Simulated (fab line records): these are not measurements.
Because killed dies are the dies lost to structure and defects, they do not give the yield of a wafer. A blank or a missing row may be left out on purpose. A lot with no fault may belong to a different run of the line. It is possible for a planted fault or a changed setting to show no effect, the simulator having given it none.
Matching of chambers | flow n5_finfet | N5_BEOL_M0_STRIP_142 on rie_diel-03: 4 sister chambers
The step strips in N2/H2, time 10 s. 4 wafers are shown with their chamber, then 8 later ones without.

== WAFERS PAIRED WITH THEIR CHAMBERS ==
wafer  | chamber | throttle_valve_pct (%)
L074.4 | 1       | 24.15
L082.1 | 0       | 23.53
L083.5 | 2       | 23.61
L094.3 | 3       | 23.76

== WAFERS WITHOUT THEIR CHAMBER ==
wafer  | throttle_valve_pct (%)
L094.5 | 23.55
L094.6 | 23.78
L095.1 | 23.83
L095.2 | 23.77
L095.3 | 23.64
L096.1 | 23.83
L096.3 | 23.56
L096.4 | 23.64

== WHICH CHAMBER EACH ONE RAN IN ==
wafer  | from the rows above     | in truth
L094.5 | can't be placed: 0 or 2 | 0
L094.6 | 3                       | 3
L095.1 | 3                       | 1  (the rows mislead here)
L095.2 | 3                       | 3
L095.3 | can't be placed: 2 or 0 | 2
L096.1 | 3                       | 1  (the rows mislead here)
L096.3 | can't be placed: 0 or 2 | 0
L096.4 | can't be placed: 2 or 0 | 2
Correct placement for 2 of the 8. Unplaceable from these rows: 4, with the true chamber sitting among the candidates in 4. Number placed wrongly: 2.
How it was worked out, from the rows above alone: a wafer's distance from a chamber is the root of the sum, over the readings, of the square of ((its reading less the chamber's mean) divided by the reading's scatter). If the next closest chamber is less than 2 further off than the closest, the wafer can't be placed; otherwise it belongs to the closest. A chamber's mean is the mean of its shown wafers. The scatter: with one shown wafer a chamber, the root of the mean of the squares of how far each hidden wafer lies from its nearest shown one.
